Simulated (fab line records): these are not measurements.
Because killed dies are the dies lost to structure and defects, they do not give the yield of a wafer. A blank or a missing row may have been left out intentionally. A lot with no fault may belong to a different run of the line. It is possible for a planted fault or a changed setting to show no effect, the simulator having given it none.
Struck lot and sound lot, side by side | flow nandHarc | 39 steps out of a route of 1159
Sound: wafers L398.3, L398.4, L398.5. Wafers struck: L408.4, L408.5, L408.6. The cause comes at the end.
At each step with rows: each side's tool, then ch and its chambers, then its first start. Under that, the readings that differ: sound wafers | struck wafers | difference of the means | sigmas: that difference in standard deviations of wafers without a fault.
alike: readings with means less than 2 such deviations apart, plus words and numbers identical on both sides. not compared: withheld readings, readings lacking a value on some wafer, bounds such as >300 that could conceal the same value, and numbers that have no deviation in the record and whose values overlap.
Wherever a step has rows on one side only, a row that says differs or no value, or a row with sigmas, the two part there. When numbers do not overlap yet have no deviation, they are printed without sigmas and do not part them. A reading missing from all wafers of one side parts the sides only when that side holds two or more wafers.

first, 11 steps without rows for these wafers: NHARC_A_CONTACT_ETCH_119 (etches the open film in C4F8/O2/Ar, time 94 s, target depth 922 nm); NHARC_A_CONTACT_ETCH_120 (etches the open film in C4F8/O2/Ar, time 94 s, target depth 922 nm); NHARC_A_CONTACT_ETCH_121 (etches the open film in C4F8/O2/Ar, time 94 s, target depth 922 nm); NHARC_A_CONTACT_ETCH_122 (etches the open film in C4F8/O2/Ar, time 95 s, target depth 930 nm); NHARC_A_CONTACT_ETCH_123 (etches the open film in C4F8/O2/Ar, time 253 s, target depth 1090 nm); NHARC_A_CONTACT_ETCH_90 (etches the open film in CH3F/O2, target depth 40 nm, time 85.7 s); NHARC_A_CONTACT_ETCH_96 (etches the open film in C4F6/O2, target depth 20 nm, time 10 s); NHARC_A_CONTACT_STRIP_99 (strips in N2/H2); NHARC_A_CONTACT_STRIP_100 (strips in CF4/CHF3); NHARC_A_CONTACT_STRIP_101 (strips in O2/COS); NHARC_A_CONTACT_ETCH_102 (etches the open film in CF4/O2, target depth 70 nm, overetch 7 nm, time 38.5 s).
NHARC_A_CONTACT_STRIP_55: strips in O2.
  sound on rieDiel-12 ch 0,1,2, day 18 10:01; struck on rieDiel-12 ch 2,3, day 21 00:22
  alike: drypumpMotorCurrentA, oesProductAu, rfVppV, showerheadPlenumPTorr, throttleValvePct
  not compared: rfHoursCounterH
then, 26 steps without rows for these wafers: NHARC_A_CONTACT_STRIP_56 (strips in post etch residue remover, time 600 s); NHARC_A_CONTACT_DEP_57 (deposits aC, target thk 2800 nm); NHARC_A_CONTACT_DEP_58 (deposits SiON, target thk 60 nm); NHARC_A_CONTACT_DEHYDRATE_59 (time 120 s); NHARC_A_CONTACT_HMDS_60 (time 30 s); NHARC_A_CONTACT_COAT_61 (time 75 s); NHARC_A_CONTACT_COAT_62 (time 65 s); NHARC_A_CONTACT_COAT_63 (resist thk 90 nm); NHARC_A_CONTACT_SOFTBAKE_64 (time 55 s); NHARC_A_CONTACT_EBR_65; NHARC_A_CONTACT_EXPOSE_66 (exposes mask A CC 2); NHARC_A_CONTACT_PEB_67 (peb time 65 s); NHARC_A_CONTACT_DEVELOP_68 (develop time 35 s); NHARC_A_CONTACT_DESCUM_74 (chemistry O2, time 3 s); NHARC_A_CONTACT_ETCH_75 (etches the open film in CF4, target depth 39 nm, time 65 s); NHARC_A_CONTACT_ETCH_76 (etches the open film in N2/H2, target depth 260 nm, time 475.3 s); NHARC_A_CONTACT_ETCH_77 (etches the open film in CF4/CHF3, target depth 72.6 nm, time 36.3 s); NHARC_A_CONTACT_ETCH_78 (etches the open film in O2/COS, target depth 2800 nm, time 728 s); NHARC_A_CONTACT_ETCH_124 (etches the open film in C4F8/O2/Ar, time 140 s, target depth 700 nm); NHARC_A_CONTACT_ETCH_125 (etches the open film in C4F8/O2/Ar, time 155 s, target depth 956 nm); NHARC_A_CONTACT_ETCH_126 (etches the open film in C4F8/O2/Ar, time 155 s, target depth 956 nm); NHARC_A_CONTACT_ETCH_127 (etches the open film in C4F8/O2/Ar, time 155 s, target depth 956 nm); NHARC_A_CONTACT_ETCH_128 (etches the open film in C4F8/O2/Ar, time 155 s, target depth 956 nm); NHARC_A_CONTACT_ETCH_129 (etches the open film in C4F8/O2/Ar, time 155 s, target depth 956 nm); NHARC_A_CONTACT_ETCH_130 (etches the open film in C4F8/O2/Ar, time 155 s, target depth 956 nm); NHARC_A_CONTACT_ETCH_131 (etches the open film in C4F8/O2/Ar, time 155 s, target depth 956 nm).
-- record jumps: 3 days between struck wafers' starts before vs after; left off in module A_CONTACT, resumes in module END, first step shown is number 1159 of the route --
NHARC_END_SORT_01:
  here the record holds rows for the struck wafers (prober-01 ch 0, day 24 06:13) but none for the sound ones

## WHERE THEY PART
Only at NHARC_END_SORT_01, as far as this record shows.

WHY: whatever the simulator had introduced
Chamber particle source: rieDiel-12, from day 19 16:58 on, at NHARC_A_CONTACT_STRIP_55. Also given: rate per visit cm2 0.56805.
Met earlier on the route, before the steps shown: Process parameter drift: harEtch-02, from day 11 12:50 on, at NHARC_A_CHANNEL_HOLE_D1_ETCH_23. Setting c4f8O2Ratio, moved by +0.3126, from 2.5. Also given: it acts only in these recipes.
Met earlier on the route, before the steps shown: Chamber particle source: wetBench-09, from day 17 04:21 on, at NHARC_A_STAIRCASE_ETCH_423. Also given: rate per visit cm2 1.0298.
